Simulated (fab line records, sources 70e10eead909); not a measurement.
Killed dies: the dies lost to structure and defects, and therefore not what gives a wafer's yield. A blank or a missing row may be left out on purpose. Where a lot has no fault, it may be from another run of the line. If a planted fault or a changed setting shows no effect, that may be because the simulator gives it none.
fab line records + flow nand_harc
record:
- lots: 14
- wafers: 42
- last_day: 33
route steps=1302 shown A_ONON_D1@431 A_CHANNEL_HOLE_D1@451 END@1302
lots that met no fault: taken from a fault-free run of the same line
start_h: start of the lot's first displayed wafer, in hours after the record's first day + wait_h: time in hours since the lot's previous step + " same as the row above + L1.1+2: one row covering several wafers at once + - either no value or no given start + * or withheld: withheld + < > ~ a bound
route shown NAME@n: NAME is a module with steps in the file, n the number in the route of the first one + usual: the fault-free wafers' mean and standard deviation + same: alike in all rows + chamber/n: place in a boat + sites: each site's reading + _std_site: standard deviation across them + _edge_site: mean of outer sites minus mean of inner sites + radius_mm: how far each site lies from the wafer's centre + mask NAME#n: copy n + behind: tool/chamber where the wafer was last shaped + hold: reason for holding the lot/hours on hold/outcome of the hold + device: the n, p or np transistor that did not switch + end of line: tests run on the same wafers once the route is complete + step lacking rows: just its recipe + killed: count of dies lost to structure and defects at first sort (not the wafer's yield) + map: the dies of a wafer, with x for killed, . for not killed, _ for no die there
set.NAME: the setting as run; set.NAME@STEP: as run at that earlier step + model.NAME: the simulator's own value behind a step, which no gauge read
a sample of lots followed through the steps of the route, with each step as a table and each wafer as a row
services: when a tool's chamber went out of use (start_h, in hours from the record's first day, below 0 if earlier), for how many hours, and the reason
== steps ==
step: NHARC_A_ONON_D1_THK_MEAS_11
recipe:
- thk_meas_gauge: ellipsometry
usual:
- thk_nm: 999/11
| lot.wafer | tool          | chamber | start_h | wait_h | thk_nm |
|-----------|---------------|---------|---------|--------|--------|
| L619.1    | film_metro-01 | -       | 158.05  | -      | 989    |
| L619.5    | "             | -       | "       | "      | 990    |
| L619.6    | "             | -       | "       | "      | 990    |
| L620.3    | film_metro-01 | -       | 174.01  | -      | 1014   |
| L620.4    | "             | -       | "       | "      | 1014   |
| L620.6    | "             | -       | "       | "      | 1014   |
| L621.1    | film_metro-02 | -       | 174.01  | -      | 1000   |
| L621.3    | "             | -       | "       | "      | 1002   |
| L621.6    | "             | -       | "       | "      | 999    |
| L623.1    | film_metro-02 | -       | 199.34  | -      | 1006   |
| L623.2    | "             | -       | "       | "      | 1004   |
| L623.6    | "             | -       | "       | "      | 1003   |
| L624.2    | film_metro-01 | -       | 212.40  | -      | 990    |
| L624.3    | "             | -       | "       | "      | 990    |
| L624.6    | "             | -       | "       | "      | 991    |
| L625.1    | film_metro-01 | -       | 221.50  | -      | 975    |
| L625.2    | "             | -       | "       | "      | 975    |
| L625.4    | "             | -       | "       | "      | 977    |
| L626.3    | film_metro-02 | -       | 232.24  | -      | 1008   |
| L626.5    | "             | -       | "       | "      | 1009   |
| L626.6    | "             | -       | "       | "      | 1010   |
| L631.4    | film_metro-02 | -       | 283.52  | -      | 1006   |
| L631.5    | "             | -       | "       | "      | 1005   |
| L631.6    | "             | -       | "       | "      | 1005   |
| L633.1    | film_metro-01 | -       | 314.37  | -      | 986    |
| L633.2    | "             | -       | "       | "      | 988    |
| L633.3    | "             | -       | "       | "      | 987    |
| L634.3    | film_metro-02 | -       | 314.37  | -      | 1014   |
| L634.5    | "             | -       | "       | "      | 1014   |
| L634.6    | "             | -       | "       | "      | 1015   |
| L637.3    | film_metro-01 | -       | 346.62  | -      | 994    |
| L637.4    | "             | -       | "       | "      | 996    |
| L637.6    | "             | -       | "       | "      | 993    |
| L640.4    | film_metro-02 | -       | 394.29  | -      | 1017   |
| L640.5    | "             | -       | "       | "      | 1018   |
| L640.6    | "             | -       | "       | "      | 1017   |
| L642.3    | film_metro-01 | -       | 400.56  | -      | 1006   |
| L642.4    | "             | -       | "       | "      | 1008   |
| L642.5    | "             | -       | "       | "      | 1008   |
| L641.2    | film_metro-02 | -       | 400.57  | -      | 990    |
| L641.3    | "             | -       | "       | "      | 991    |
| L641.5    | "             | -       | "       | "      | 992    |
step: NHARC_A_ONON_D1_DEP_28
recipe:
- target_thk_a: 10000
- n2_flow_sccm: 2750
- n2o_flow_sccm: 2000
- nh3_flow_sccm: 500
- sih4_flow_sccm: 210
- temp_c: 400
| lot.wafer  | tool          | chamber | start_h | wait_h |
|------------|---------------|---------|---------|--------|
| L619.1+5+6 | pecvd_onon-03 | 0       | 168.15  | 0.1    |
| L621.1+3+6 | pecvd_onon-04 | 0       | 183.92  | 0.1    |
| L620.3+4+6 | pecvd_onon-03 | 0       | 184.04  | 0.2    |
| L623.1+2+6 | pecvd_onon-04 | 0       | 206.26  | 0.1    |
| L624.2+3+6 | pecvd_onon-02 | 0       | 222.85  | 0.1    |
| L625.1+2+4 | pecvd_onon-04 | 0       | 236.40  | 0.1    |
| L626.3+5+6 | pecvd_onon-02 | 0       | 242.73  | 0.2    |
| L631.4+5+6 | pecvd_onon-04 | 0       | 293.74  | 0.2    |
| L633.1+2+3 | pecvd_onon-02 | 0       | 325.32  | 0.1    |
| L634.3+5+6 | pecvd_onon-04 | 0       | 325.56  | 0.2    |
| L637.3+4+6 | pecvd_onon-03 | 0       | 356.93  | 0.2    |
| L640.4+5+6 | pecvd_onon-03 | 0       | 406.89  | 0.2    |
| L641.2+3+5 | pecvd_onon-02 | 0       | 410.72  | 0.1    |
| L642.3+4+5 | pecvd_onon-04 | 0       | 410.92  | 0.2    |
step: NHARC_A_ONON_D1_THK_MEAS_30
recipe:
- thk_meas_gauge: ellipsometry
usual:
- thk_nm: 999/9.8
| lot.wafer | tool          | chamber | start_h | wait_h | thk_nm |
|-----------|---------------|---------|---------|--------|--------|
| L619.1    | film_metro-02 | -       | 168.66  | -      | 996    |
| L619.5    | "             | -       | "       | "      | 996    |
| L619.6    | "             | -       | "       | "      | 997    |
| L621.1    | film_metro-01 | -       | 184.43  | -      | 995    |
| L621.3    | "             | -       | "       | "      | 994    |
| L621.6    | "             | -       | "       | "      | 994    |
| L620.3    | film_metro-02 | -       | 184.43  | -      | 1013   |
| L620.4    | "             | -       | "       | "      | 1012   |
| L620.6    | "             | -       | "       | "      | 1014   |
| L623.1    | film_metro-01 | -       | 206.79  | -      | 1009   |
| L623.2    | "             | -       | "       | "      | 1011   |
| L623.6    | "             | -       | "       | "      | 1011   |
| L624.2    | film_metro-02 | -       | 223.31  | -      | 1009   |
| L624.3    | "             | -       | "       | "      | 1009   |
| L624.6    | "             | -       | "       | "      | 1009   |
| L625.1    | film_metro-01 | -       | 236.91  | -      | 1017   |
| L625.2    | "             | -       | "       | "      | 1017   |
| L625.4    | "             | -       | "       | "      | 1018   |
| L626.3    | film_metro-02 | -       | 243.13  | -      | 996    |
| L626.5    | "             | -       | "       | "      | 996    |
| L626.6    | "             | -       | "       | "      | 995    |
| L631.4    | film_metro-01 | -       | 294.08  | -      | 1716   |
| L631.5    | "             | -       | "       | "      | 1714   |
| L631.6    | "             | -       | "       | "      | 1717   |
| L633.1    | film_metro-01 | -       | 325.83  | -      | 980    |
| L633.2    | "             | -       | "       | "      | 980    |
| L633.3    | "             | -       | "       | "      | 981    |
| L634.3    | film_metro-02 | -       | 325.96  | -      | 1725   |
| L634.5    | "             | -       | "       | "      | 1726   |
| L634.6    | "             | -       | "       | "      | 1726   |
| L637.3    | film_metro-02 | -       | 357.33  | -      | 995    |
| L637.4    | "             | -       | "       | "      | 994    |
| L637.6    | "             | -       | "       | "      | 994    |
| L640.4    | film_metro-01 | -       | 407.23  | -      | 1000   |
| L640.5    | "             | -       | "       | "      | 999    |
| L640.6    | "             | -       | "       | "      | 999    |
| L641.2    | film_metro-02 | -       | 411.18  | -      | 1006   |
| L641.3    | "             | -       | "       | "      | 1008   |
| L641.5    | "             | -       | "       | "      | 1007   |
| L642.3    | film_metro-01 | -       | 411.31  | -      | 1002   |
| L642.4    | "             | -       | "       | "      | 1003   |
| L642.5    | "             | -       | "       | "      | 1003   |
step: NHARC_A_ONON_D1_INSPECT_32
usual:
- raw_defect_count: 77/28
| lot.wafer | tool              | chamber | start_h | wait_h | raw_defect_count |
|-----------|-------------------|---------|---------|--------|------------------|
| L619.1    | defect_inspect-02 | -       | 169.22  | 0.0    | 88               |
| L619.5    | "                 | -       | "       | "      | 90               |
| L619.6    | "                 | -       | "       | "      | 109              |
| L621.1    | defect_inspect-02 | -       | 184.98  | 0.0    | 70               |
| L621.3    | "                 | -       | "       | "      | 88               |
| L621.6    | "                 | -       | "       | "      | 70               |
| L620.3    | defect_inspect-01 | -       | 185.00  | 0.0    | 78               |
| L620.4    | "                 | -       | "       | "      | 112              |
| L620.6    | "                 | -       | "       | "      | 94               |
| L623.1    | defect_inspect-01 | -       | 207.35  | 0.0    | 65               |
| L623.2    | "                 | -       | "       | "      | 44               |
| L623.6    | "                 | -       | "       | "      | 43               |
| L624.2    | defect_inspect-01 | -       | 223.83  | 0.0    | 95               |
| L624.3    | "                 | -       | "       | "      | 71               |
| L624.6    | "                 | -       | "       | "      | 77               |
| L625.1    | defect_inspect-01 | -       | 237.44  | 0.0    | 63               |
| L625.2    | "                 | -       | "       | "      | 47               |
| L625.4    | "                 | -       | "       | "      | 84               |
| L626.3    | defect_inspect-02 | -       | 243.69  | 0.0    | 50               |
| L626.5    | "                 | -       | "       | "      | 70               |
| L626.6    | "                 | -       | "       | "      | 61               |
| L631.4    | defect_inspect-02 | -       | 294.63  | 0.0    | 65               |
| L631.5    | "                 | -       | "       | "      | 98               |
| L631.6    | "                 | -       | "       | "      | 53               |
| L633.1    | defect_inspect-01 | -       | 326.37  | 0.0    | 44               |
| L633.2    | "                 | -       | "       | "      | 56               |
| L633.3    | "                 | -       | "       | "      | 87               |
| L634.3    | defect_inspect-02 | -       | 326.65  | 0.0    | 83               |
| L634.5    | "                 | -       | "       | "      | 81               |
| L634.6    | "                 | -       | "       | "      | 77               |
| L637.3    | defect_inspect-02 | -       | 357.88  | 0.0    | 180              |
| L637.4    | "                 | -       | "       | "      | 67               |
| L637.6    | "                 | -       | "       | "      | 119              |
| L640.4    | defect_inspect-01 | -       | 407.78  | 0.0    | 84               |
| L640.5    | "                 | -       | "       | "      | 78               |
| L640.6    | "                 | -       | "       | "      | 138              |
| L641.2    | defect_inspect-01 | -       | 411.73  | 0.0    | 77               |
| L641.3    | "                 | -       | "       | "      | 72               |
| L641.5    | "                 | -       | "       | "      | 106              |
| L642.3    | defect_inspect-02 | -       | 411.92  | 0.0    | 90               |
| L642.4    | "                 | -       | "       | "      | 100              |
| L642.5    | "                 | -       | "       | "      | 85               |
step: NHARC_A_CHANNEL_HOLE_D1_DEP_01
recipe:
- target_thk_a: 1400
- target_thk_nm: 140
- temp_c: 400
- pressure_torr: 3.5
- flow_sccm: 200
- rf_w: 350
- material: SiON
usual:
- heater_power_w: 715/93
| lot.wafer | tool     | chamber | start_h | wait_h | heater_power_w |
|-----------|----------|---------|---------|--------|----------------|
| L619.1    | pecvd-03 | 1       | 172.58  | 1.7    | 693            |
| L619.5    | "        | 2       | "       | "      | 807            |
| L619.6    | "        | 0       | "       | "      | 611            |
| L621.1    | pecvd-04 | 0       | 187.94  | 1.6    | 769            |
| L621.3    | "        | 2       | "       | "      | 616            |
| L621.6    | "        | 1       | "       | "      | 757            |
| L620.3    | pecvd-04 | 0       | 188.53  | 1.0    | 737            |
| L620.4    | "        | 2       | "       | "      | 665            |
| L620.6    | "        | 0       | "       | "      | 737            |
| L623.1    | pecvd-03 | 2       | 209.79  | 1.7    | 768            |
| L623.2    | "        | 0       | "       | "      | 526            |
| L623.6    | "        | 1       | "       | "      | 663            |
| L624.2    | pecvd-04 | 1       | 225.82  | 1.3    | 826            |
| L624.3    | "        | 2       | "       | "      | 668            |
| L624.6    | "        | 0       | "       | "      | 781            |
| L625.2    | pecvd-03 | 0       | 239.45  | 1.3    | 614            |
| L625.1    | "        | 1       | "       | "      | 664            |
| L625.4    | "        | 0       | "       | "      | 627            |
| L626.3    | pecvd-02 | 0       | 246.15  | 1.0    | 857            |
| L626.6    | "        | 2       | "       | "      | 712            |
| L626.5    | "        | 0       | "       | "      | 864            |
| L633.2    | pecvd-04 | 2       | 329.57  | 1.3    | 655            |
| L633.1    | "        | 1       | "       | "      | 911            |
| L633.3    | "        | 1       | "       | "      | 904            |
| L637.3    | pecvd-04 | 1       | 360.28  | 1.0    | 766            |
| L637.6    | "        | 1       | "       | "      | 774            |
| L637.4    | "        | 0       | "       | "      | 736            |
| L640.6    | pecvd-04 | 2       | 410.53  | 0.1    | 647            |
| L640.4    | "        | 0       | "       | "      | 657            |
| L640.5    | "        | 1       | "       | "      | 807            |
| L641.2    | pecvd-04 | 1       | 413.74  | 1.3    | 875            |
| L641.3    | "        | 2       | "       | "      | 676            |
| L641.5    | "        | 1       | "       | "      | 900            |
| L642.3    | pecvd-03 | 2       | 414.07  | 1.1    | 684            |
| L642.5    | "        | 1       | "       | "      | 638            |
| L642.4    | "        | 2       | "       | "      | 685            |
step: NHARC_END_SORT_01
recipe:
- temp_c: 25
usual:
- killed_at_array: 52/18
- killed_at_other: 1.2/1.5
- killed_at_periphery: 4/3.2
- killed_dies: 57/17
- killed_open: 3.1/1.9
- killed_short: 2.5/1.7
same:
- gross_dies: 677
| lot.wafer | tool      | chamber | start_h | wait_h | killed_at_array | killed_at_other | killed_at_periphery | killed_dies | killed_open | killed_short |
|-----------|-----------|---------|---------|--------|-----------------|-----------------|---------------------|-------------|-------------|--------------|
| L631.4    | prober-02 | 0       | 687.94  | 3.4    | 674             | 0               | 3                   | 677         | 2           | 1            |
| L631.5    | prober-02 | 0       | 688.74  | 3.7    | 672             | 0               | 5                   | 677         | 0           | 2            |
| L631.6    | prober-02 | 0       | 689.54  | 4.0    | 675             | 0               | 2                   | 677         | 7           | 3            |
| L634.3    | prober-02 | 0       | 708.77  | 3.1    | 676             | 0               | 1                   | 677         | 1           | 1            |
| L634.5    | prober-02 | 0       | 710.36  | 3.7    | 675             | 0               | 2                   | 677         | 4           | 3            |
| L634.6    | prober-02 | 0       | 711.16  | 4.0    | 675             | 0               | 2                   | 677         | 2           | 2            |
killed by level:class
L631.4 A_ONON_D1:area_dep=609 A_SLIT:chamber_film_flake=30 A_CHANNEL_HOLE_D1:chamber_film_flake=28 A_CONTACT:chamber_film_flake=3 P_GATE:chamber_film_flake=2 A_ONON_D2:geometric_particle:short=1 A_ONON_D2:geometric_particle:open=1 A_M0:geometric_particle:open=1
L631.5 A_ONON_D1:area_dep=602 A_CHANNEL_HOLE_D1:chamber_film_flake=38 A_SLIT:chamber_film_flake=25 P_GATE:chamber_film_flake=4 A_ZERO_WELL:chamber_film_flake=3 A_STAIRCASE:chamber_film_flake=3 P_M0:geometric_particle:short=1 A_ONON_D1:geometric_particle:short=1
L631.6 A_ONON_D1:area_dep=607 A_SLIT:chamber_film_flake=27 A_CHANNEL_HOLE_D1:chamber_film_flake=26 A_ONON_D2:geometric_particle:open=3 A_ZERO_WELL:chamber_film_flake=3 A_BLC:geometric_particle:open=2 A_CONTACT:chamber_film_flake=2 A_CHANNEL_FILL_D1:geometric_particle:open=1
L634.3 A_ONON_D1:area_dep=644 A_CHANNEL_HOLE_D2:chamber_film_flake=14 A_CHANNEL_HOLE_D1:chamber_film_flake=9 A_STAIRCASE:chamber_film_flake=3 A_SLIT:chamber_film_flake=2 A_ONON_D1:geometric_particle:short=1 A_ONON_D2:geometric_particle:open=1 P_CONTACT:chamber_film_flake=1
L634.5 A_ONON_D1:area_dep=633 A_CHANNEL_HOLE_D2:chamber_film_flake=17 A_CHANNEL_HOLE_D1:chamber_film_flake=5 A_CONTACT:chamber_film_flake=4 A_ZERO_WELL:chamber_film_flake=3 A_CHANNEL_FILL_D1:chamber_film_flake=3 A_SLIT:chamber_film_flake=2 A_ONON_D1:geometric_particle:short=1
L634.6 A_ONON_D1:area_dep=642 A_CHANNEL_HOLE_D2:chamber_film_flake=19 A_CHANNEL_HOLE_D1:chamber_film_flake=3 A_CONTACT:chamber_film_flake=3 A_DECK1_JOINT:geometric_particle:short=2 A_SLIT:chamber_film_flake=2 P_M0:geometric_particle:open=1 A_M0:geometric_particle:open=1
== services ==
| tool          | chamber | start_h | hours | kind        |
|---------------|---------|---------|-------|-------------|
| pecvd-03      | -       | 151.22  | 1.7   | repair      |
| pecvd_onon-02 | -       | 179.40  | 8.7   | repair      |
| pecvd-03      | -       | 193.25  | 13.0  | pm          |
| pecvd-04      | 0       | 208.62  | -     | calibration |
| pecvd_onon-03 | -       | 227.00  | 13.0  | pm          |
| pecvd-02      | -       | 227.29  | 13.0  | pm          |
| pecvd-02      | -       | 242.76  | 0.7   | repair      |
| pecvd-03      | -       | 244.12  | 1.5   | repair      |
| pecvd-04      | -       | 262.76  | 0.9   | repair      |
| pecvd-02      | 1       | 264.54  | 3.5   | repair      |
| pecvd-04      | -       | 269.00  | 13.0  | pm          |
| pecvd-04      | 0       | 269.00  | 13.0  | vent_cycle  |
| pecvd-04      | 1       | 269.00  | 13.0  | vent_cycle  |
| pecvd-04      | 2       | 269.00  | 13.0  | vent_cycle  |
| pecvd-04      | 0       | 282.00  | -     | clean       |
| pecvd-04      | 2       | 292.80  | 11.0  | repair      |
| pecvd_onon-04 | -       | 311.31  | 13.0  | pm          |
| pecvd-02      | 2       | 317.91  | 15.1  | repair      |
| pecvd-04      | 0       | 325.47  | 29.9  | repair      |
| pecvd_onon-03 | -       | 330.47  | 9.8   | repair      |
| pecvd_onon-02 | -       | 369.09  | 13.0  | pm          |
| pecvd-03      | -       | 374.25  | 13.0  | pm          |
| pecvd_onon-03 | -       | 408.00  | 13.0  | pm          |
| pecvd-02      | -       | 408.29  | 13.0  | pm          |
== key ==
first_sign:
- step: NHARC_A_ONON_D1_THK_MEAS_30
- reading: thk_nm
- direction: up
- sigmas: 73
- usual: 999
- struck: 1721
effect:
- step: NHARC_END_SORT_01
- reading: killed_dies
- direction: up
- sigmas: 36
- usual: 57
- struck: 677
more_kills_born_at:
- NHARC_A_ONON_D1_DEP_28@pecvd_onon-04: 3737
met_at NHARC_A_ONON_D1_DEP_28
struck_lots L631,L634
later_rows_left_out L631.4,L631.5,L631.6,L634.3,L634.5,L634.6
tester_left_out L631,L634
not_acting_at NHARC_A_ONON_D1_THK_MEAS_11,NHARC_A_ONON_D1_INSPECT_32,NHARC_A_CHANNEL_HOLE_D1_DEP_01
onset_between 236.40 293.74
fault:
- kind: process_parameter_drift
- tool: pecvd_onon-04
- chamber: -
- onset_h: 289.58
- steps: NHARC_A_ONON_D1_DEP_28
- channel: target_thk_a
- offset: *
- shape: step
- end_h: 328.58
- acts_in: *
- stated: *
tester_left_out: of these lots the tester's yield and bins aren't shown, on N5 and GAA mostly nor the transistor test; their killed dies are dies lost to structure and defects alone, not to doping, threshold or leakage, so they don't give the yield
later_rows_left_out: the simulator's readings of these wafers behind a module that went badly wrong aren't trusted and aren't shown, but for the sort
